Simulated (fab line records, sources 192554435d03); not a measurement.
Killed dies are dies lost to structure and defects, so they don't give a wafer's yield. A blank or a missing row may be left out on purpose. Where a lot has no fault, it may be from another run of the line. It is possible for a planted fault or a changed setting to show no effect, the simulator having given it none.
Split-lot study :: flow n5Finfet :: on a route of 1938 steps: 7 lots, 21 wafers read

ABOUT THE SPLIT
At N5_SDB_COAT_05 (resist thk 90 nm), the setting spinRpm was moved away from the recipe's 1500 rpm on 9 of the 21 wafers read, by -9.5% to +7.9%. This setting was run at the recipe's value on the other wafers.

FROM THE SPLIT TO THE READING: what the file shows between them, 6 steps
- N5_SDB_EBR_07
- N5_SDB_SOFTBAKE_06: time 60 s
- N5_SDB_EXPOSE_08: exposes mask SDB
- N5_SDB_PEB_09: peb time 60 s
- N5_SDB_DEVELOP_10: develop time 30 s
- N5_SDB_DESCUM_16: chemistry O2, time 7.9 s

THE READING
CAR-ArF_of_SDB_COAT_05.thkNm (the simulator's own value, which no gauge read), in nm, at N5_SDB_ETCH_17 (etches SiARC in CF4, target depth 23.4 nm, time 39 s). The file does not state a usual value for it. The 12 wafers here that ran the recipe average 66.9 nm, standard deviation 0.19 nm.

wafer: L077.2
tool, chamber at the split: lithoTrack-04, 0
spinRpm as run, rpm: 1500
against the recipe: recipe
CAR-ArF_of_SDB_COAT_05.thkNm, nm: 67
against lot-mates on the recipe: -

wafer: L077.4
tool, chamber at the split: lithoTrack-04, 0
spinRpm as run, rpm: 1500
against the recipe: recipe
CAR-ArF_of_SDB_COAT_05.thkNm, nm: 67.2
against lot-mates on the recipe: -

wafer: L077.6
tool, chamber at the split: lithoTrack-04, 0
spinRpm as run, rpm: 1500
against the recipe: recipe
CAR-ArF_of_SDB_COAT_05.thkNm, nm: 67.2
against lot-mates on the recipe: -

wafer: L078.3
tool, chamber at the split: lithoTrack-05, 0
spinRpm as run, rpm: 1618
against the recipe: +7.9%
CAR-ArF_of_SDB_COAT_05.thkNm, nm: 63.4
against lot-mates on the recipe: no lot-mate on the recipe

wafer: L078.6
tool, chamber at the split: lithoTrack-05, 0
spinRpm as run, rpm: 1618
against the recipe: +7.9%
CAR-ArF_of_SDB_COAT_05.thkNm, nm: 63.4
against lot-mates on the recipe: no lot-mate on the recipe

wafer: L078.5
tool, chamber at the split: lithoTrack-05, 0
spinRpm as run, rpm: 1618
against the recipe: +7.9%
CAR-ArF_of_SDB_COAT_05.thkNm, nm: 63.2
against lot-mates on the recipe: no lot-mate on the recipe

wafer: L083.3
tool, chamber at the split: lithoTrack-05, 0
spinRpm as run, rpm: 1500
against the recipe: recipe
CAR-ArF_of_SDB_COAT_05.thkNm, nm: 66.6
against lot-mates on the recipe: -

wafer: L083.4
tool, chamber at the split: lithoTrack-05, 0
spinRpm as run, rpm: 1574
against the recipe: +4.9%
CAR-ArF_of_SDB_COAT_05.thkNm, nm: 64.4
against lot-mates on the recipe: -2.2

wafer: L083.5
tool, chamber at the split: lithoTrack-05, 0
spinRpm as run, rpm: 1574
against the recipe: +4.9%
CAR-ArF_of_SDB_COAT_05.thkNm, nm: 64.4
against lot-mates on the recipe: -2.2

wafer: L085.2
tool, chamber at the split: lithoTrack-04, 0
spinRpm as run, rpm: 1500
against the recipe: recipe
CAR-ArF_of_SDB_COAT_05.thkNm, nm: 66.8
against lot-mates on the recipe: -

wafer: L085.5
tool, chamber at the split: lithoTrack-04, 0
spinRpm as run, rpm: 1500
against the recipe: recipe
CAR-ArF_of_SDB_COAT_05.thkNm, nm: 66.8
against lot-mates on the recipe: -

wafer: L085.3
tool, chamber at the split: lithoTrack-04, 0
spinRpm as run, rpm: 1358
against the recipe: -9.5%
CAR-ArF_of_SDB_COAT_05.thkNm, nm: 71.6
against lot-mates on the recipe: +4.8

wafer: L086.3
tool, chamber at the split: lithoTrack-04, 0
spinRpm as run, rpm: 1500
against the recipe: recipe
CAR-ArF_of_SDB_COAT_05.thkNm, nm: 66.8
against lot-mates on the recipe: -

wafer: L086.4
tool, chamber at the split: lithoTrack-04, 0
spinRpm as run, rpm: 1500
against the recipe: recipe
CAR-ArF_of_SDB_COAT_05.thkNm, nm: 67
against lot-mates on the recipe: -

wafer: L086.6
tool, chamber at the split: lithoTrack-04, 0
spinRpm as run, rpm: 1500
against the recipe: recipe
CAR-ArF_of_SDB_COAT_05.thkNm, nm: 67
against lot-mates on the recipe: -

wafer: L089.3
tool, chamber at the split: lithoTrack-04, 0
spinRpm as run, rpm: 1397
against the recipe: -6.9%
CAR-ArF_of_SDB_COAT_05.thkNm, nm: 70.2
against lot-mates on the recipe: +3.6

wafer: L089.5
tool, chamber at the split: lithoTrack-04, 0
spinRpm as run, rpm: 1500
against the recipe: recipe
CAR-ArF_of_SDB_COAT_05.thkNm, nm: 66.6
against lot-mates on the recipe: -

wafer: L089.6
tool, chamber at the split: lithoTrack-04, 0
spinRpm as run, rpm: 1397
against the recipe: -6.9%
CAR-ArF_of_SDB_COAT_05.thkNm, nm: 70
against lot-mates on the recipe: +3.4

wafer: L097.1
tool, chamber at the split: lithoTrack-05, 0
spinRpm as run, rpm: 1500
against the recipe: recipe
CAR-ArF_of_SDB_COAT_05.thkNm, nm: 66.8
against lot-mates on the recipe: -

wafer: L097.5
tool, chamber at the split: lithoTrack-05, 0
spinRpm as run, rpm: 1500
against the recipe: recipe
CAR-ArF_of_SDB_COAT_05.thkNm, nm: 66.8
against lot-mates on the recipe: -

wafer: L097.4
tool, chamber at the split: lithoTrack-05, 0
spinRpm as run, rpm: 1614
against the recipe: +7.6%
CAR-ArF_of_SDB_COAT_05.thkNm, nm: 63.6
against lot-mates on the recipe: -3.2

FIT RESULTS
A straight line over all 21 wafers: CAR-ArF_of_SDB_COAT_05.thkNm changes by -0.468 nm for each +1% of spinRpm; r = -1.00; the points scatter about the line by 0.2 nm.
The same after taking each lot's own level away (the mean of its wafers on the recipe; 18 wafers): -0.479 nm for each +1%; r = -1.00; scatter 0.15 nm.
Per that fit: largest spinRpm move, reading shift of 4.5 nm.
From 66.60 to 67.13 nm: that is the span of the lots' own levels, equal to 2.8 times the standard deviation above.
The two slopes agree, so the slope changes little with the lot-to-lot level.
Check: for one of the wafers moved furthest among these (-9.5%), held out of the fit, the line's prediction against its lot-mates is +4.52 nm. Against them it came out at +4.8 nm.

OTHER SPLITS ON THESE WAFERS
These wafers also went through other splits before the reading. Each is held against what the fit with the lots' levels taken away leaves over:
other split on the same wafers: N5_WELL_APT_EXPOSE_05 doseMj
wafers away from the commonest value: 5
r with CAR-ArF_of_SDB_COAT_05.thkNm (lot level and that fit taken away): +0.23

other split on the same wafers: N5_FIN_SAQP_HM_DEP_03 timeS
wafers away from the commonest value: 3
r with CAR-ArF_of_SDB_COAT_05.thkNm (lot level and that fit taken away): +0.32

other split on the same wafers: N5_FIN_SAQP_SPACER1_ALD_24 tempC
wafers away from the commonest value: 3
r with CAR-ArF_of_SDB_COAT_05.thkNm (lot level and that fit taken away): +0.16

other split on the same wafers: N5_FIN_SAQP_ETCH_65 timeS
wafers away from the commonest value: 9
r with CAR-ArF_of_SDB_COAT_05.thkNm (lot level and that fit taken away): +0.33

other split on the same wafers: N5_DUMMY_GATE_ETCH_42 biasW
wafers away from the commonest value: 7
r with CAR-ArF_of_SDB_COAT_05.thkNm (lot level and that fit taken away): +0.13

other split on the same wafers: N5_SD_ACTIVATION_LSA_01 tempC
wafers away from the commonest value: 8
r with CAR-ArF_of_SDB_COAT_05.thkNm (lot level and that fit taken away): -0.24

other split on the same wafers: N5_ILD0_CMP_03 downForcePsi
wafers away from the commonest value: 5
r with CAR-ArF_of_SDB_COAT_05.thkNm (lot level and that fit taken away): +0.35

THE WHOLE CHAIN: every reading that the file lists as answering this split, in the file's order
step: N5_SDB_COAT_05
what it does: resist thk 90 nm
reading: CAR-ArF_of_SDB_COAT_05.thkNm (the simulator's own value, which no gauge read)
change (the file's fit): -0.464 nm for each +1% of the setting
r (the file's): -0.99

step: N5_SDB_DEVELOP_10
what it does: develop time 30 s
reading: CAR-ArF_of_SDB_COAT_05.thkNm (the simulator's own value, which no gauge read)
change (the file's fit): -0.467 nm for each +1% of the setting
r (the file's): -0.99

step: N5_SDB_ETCH_17
what it does: etches SiARC in CF4, target depth 23.4 nm, time 39 s
reading: CAR-ArF_of_SDB_COAT_05.thkNm (the simulator's own value, which no gauge read)
change (the file's fit): -0.478 nm for each +1% of the setting
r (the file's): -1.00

THE FILE'S OWN FIT
CAR-ArF_of_SDB_COAT_05.thkNm changes by -0.478 nm for each +1% of spinRpm, r = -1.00.
